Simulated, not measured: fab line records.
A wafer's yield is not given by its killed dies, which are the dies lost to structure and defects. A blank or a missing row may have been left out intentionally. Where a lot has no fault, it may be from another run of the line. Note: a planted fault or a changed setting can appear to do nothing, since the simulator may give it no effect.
Chamber matching ; flow n5_finfet ; 4 sister chambers for N5_BEOL_M9_VIA_ETCH_34 on rie_diel-03
The step etches SiCOH lowk in C4F6/O2, target depth 182.4 nm, time 68.4 s. 22 wafers are shown with their chamber, then 11 later ones without.

WAFERS, EACH WITH ITS CHAMBER
wafer;chamber;rf_vpp_V (V);drypump_motor_current_A (A);throttle_valve_pct (%)
L078.1;1;665;6.4;20.44
L078.4;2;676;5.7;20.41
L078.5;0;683;5.1;20.88
L077.1;0;683;5.1;20.87
L077.5;2;677;5.7;20.41
L077.6;3;685;5.2;20.86
L083.1;1;665;6.3;20.45
L083.3;2;675;5.7;20.45
L083.5;0;683;5.1;20.88
L086.2;3;686;5.2;20.90
L086.3;1;665;6.4;20.47
L086.5;3;686;5.2;20.90
L092.3;0;683;5.1;20.91
L092.4;1;664;6.3;20.49
L092.5;2;676;5.6;20.43
L090.4;2;676;5.7;20.43
L090.5;3;684;5.1;20.89
L090.6;2;677;5.6;20.45
L091.2;3;685;5.2;20.92
L091.4;2;678;5.6;20.44
L091.6;1;664;6.3;20.51
L094.1;1;664;6.4;20.50

SIGNATURES (means of the wafers above)
reading;chamber 0;chamber 1;chamber 2;chamber 3;scatter within a chamber
rf_vpp_V;683.00;664.50;676.43;685.20;0.746
drypump_motor_current_A;5.100;6.350;5.657;5.180;0.0472
throttle_valve_pct;20.8850;20.4767;20.4314;20.8940;0.0217
Rule: for a wafer and a chamber, the distance is found by dividing, reading by reading, the gap between the wafer's reading and the chamber's mean by the reading's scatter, squaring, summing and taking the root. The wafer belongs to the nearest chamber; if the next one is less than 2 further off, it can't be placed. The scatter is the square root of a quotient: the sum, over the shown wafers, of each reading's squared deviation from its chamber's mean, divided by wafers minus chambers.

WAFERS WITHOUT THEIR CHAMBER
wafer;rf_vpp_V (V);drypump_motor_current_A (A);throttle_valve_pct (%)
L094.2;676;5.7;20.47
L094.6;676;5.7;20.45
L095.2;677;5.7;20.45
L095.3;682;5.1;20.47
L095.6;684;5.1;20.47
L096.1;684;5.2;20.91
L096.2;664;6.4;20.48
L096.4;676;5.6;20.46
L097.1;683;5.1;20.49
L097.2;685;5.2;20.92
L097.4;665;6.3;20.50

CHAMBER TAKEN BY EACH
wafer;from the rows above;in truth
L094.2;2;2
L094.6;2;2
L095.2;2;2
L095.3;2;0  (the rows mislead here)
L095.6;2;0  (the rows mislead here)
L096.1;can't be placed: 3 or 0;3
L096.2;1;1
L096.4;2;2
L097.1;2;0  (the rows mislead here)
L097.2;3;3
L097.4;1;1
Correctly placed: 7 of 11. Unplaceable from these rows: 1, with the true chamber sitting among the candidates in 1. Wrongly placed: 3.
